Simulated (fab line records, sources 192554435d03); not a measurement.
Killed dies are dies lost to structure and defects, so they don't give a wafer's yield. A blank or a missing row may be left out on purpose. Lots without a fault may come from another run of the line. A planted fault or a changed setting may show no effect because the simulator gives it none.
Which tool did it? | flow n5_finfet | 10 lots, 30 wafers sampled, at 5 steps of a route of 1938

WHAT THE GAUGES READ, wafer by wafer
N5_BEOL_M10_CD_MEAS_28: target cd 70 nm.
lot  | measured     | on        | cd_nm (nm)
L074 | day 10 14:11 | cd_sem-01 | 69.6 69.7 70.4
L077 | day 11 07:17 | cd_sem-02 | 70.5 70.3 70.4
L080 | day 12 01:04 | cd_sem-01 | 70.7 69.9 69.2
L081 | day 12 08:59 | cd_sem-03 | 71.0 70.9 69.6
L084 | day 13 05:34 | cd_sem-03 | 72.2 73.2 70.1
L086 | day 13 14:17 | cd_sem-03 | 69.8 71.5 69.4
L089 | day 14 00:32 | cd_sem-03 | 71.4 70.8 71.8
L090 | day 14 08:02 | cd_sem-03 | 69.4 69.3 71.1
L092 | day 15 00:36 | cd_sem-01 | 70.7 70.7 70.9
L096 | day 16 00:39 | cd_sem-03 | 69.5 69.2 70.5

WHICH TOOL RAN EACH LOT (tool, then ch and the chambers of the sampled wafers, then the start)
lot  | N5_BEOL_M9_ETCH_66                 | N5_BEOL_M9_ETCH_41                            | N5_BEOL_M10_HM_DEP_02        | N5_BEOL_M10_STRIP_67
L074 | rie_diel-04 ch 0,2,3, day 10 04:06 | rie_diel-04 ch 0,2,3, day 10 12:10 or earlier | pvd_sputter-01, day 10 12:10 | rie_diel-02 ch 1,3, day 10 12:52
L077 | rie_diel-06 ch 0,1, day 10 21:42   | rie_diel-06 ch 0,1, day 11 04:30 or earlier   | pvd_sputter-03, day 11 04:30 | rie_diel-03 ch 1,2, day 11 05:38
L080 | rie_diel-01 ch 0,1, day 11 18:37   | rie_diel-01 ch 0,1, day 11 23:02 or earlier   | pvd_sputter-03, day 11 23:02 | rie_diel-03 ch 0,2, day 11 23:52
L081 | rie_diel-01 ch 0,1,2, day 12 01:13 | rie_diel-01 ch 0,1,2, day 12 05:59 or earlier | pvd_sputter-01, day 12 05:59 | rie_diel-02 ch 0,2,3, day 12 06:53
L084 | rie_diel-06 ch 1,2,3, day 12 21:54 | rie_diel-06 ch 1,2,3, day 13 02:26 or earlier | pvd_sputter-03, day 13 02:26 | rie_diel-05 ch 0,2, day 13 03:19
L086 | rie_diel-04 ch 2,3, day 13 05:46   | rie_diel-04 ch 2,3, day 13 12:27 or earlier   | pvd_sputter-02, day 13 12:27 | rie_diel-05 ch 0,2,3, day 13 13:08
L089 | rie_diel-01 ch 0,2,3, day 13 17:54 | rie_diel-01 ch 0,2,3, day 13 22:08 or earlier | pvd_sputter-03, day 13 22:08 | rie_diel-03 ch 0,1,2, day 13 23:07
L090 | rie_diel-04 ch 0,1, day 14 00:37   | rie_diel-04 ch 0,1, day 14 05:24 or earlier   | pvd_sputter-02, day 14 05:24 | rie_diel-05 ch 0,1, day 14 06:14
L092 | rie_diel-04 ch 0,1,3, day 14 17:34 | rie_diel-04 ch 0,1,3, day 14 22:55 or earlier | pvd_sputter-02, day 14 22:55 | rie_diel-05 ch 0,1, day 14 23:58
L096 | rie_diel-06 ch 0,1,3, day 15 18:26 | rie_diel-06 ch 0,1,3, day 15 22:20 or earlier | pvd_sputter-01, day 15 22:20 | rie_diel-02 ch 2,3, day 15 23:10
- N5_BEOL_M9_ETCH_66: etches SOC in N2/H2, target depth 80 nm, overetch 16 nm, time 120 s.
- N5_BEOL_M9_ETCH_41: etches SiCN in CH3F/O2, target depth 36.6 nm, time 70.1 s.
- N5_BEOL_M10_HM_DEP_02: deposits TiN, target thk 20 nm.
- N5_BEOL_M10_STRIP_67: strips in CF4.

THE ANSWER, worked out from the rows above alone
Rule: what is usual is taken from the lots themselves. Put in order of their means at a reading, lots are off if they are a third of the lots or fewer, leave a main group of 4 or more, and stand apart from it by a gap of 3 or more times the standard deviation of the main group's means; of several such gaps the widest counts. A main group whose means are all the same, to the digits that the tables above print for the reading, isn't used. A lot without any number at a reading at which 4 lots or more have one is off too. The other lots that the step has rows for count as sound.
No lot is off at any reading shown: from this, nothing can be told.

WHAT THE SIMULATOR HAD PUT IN
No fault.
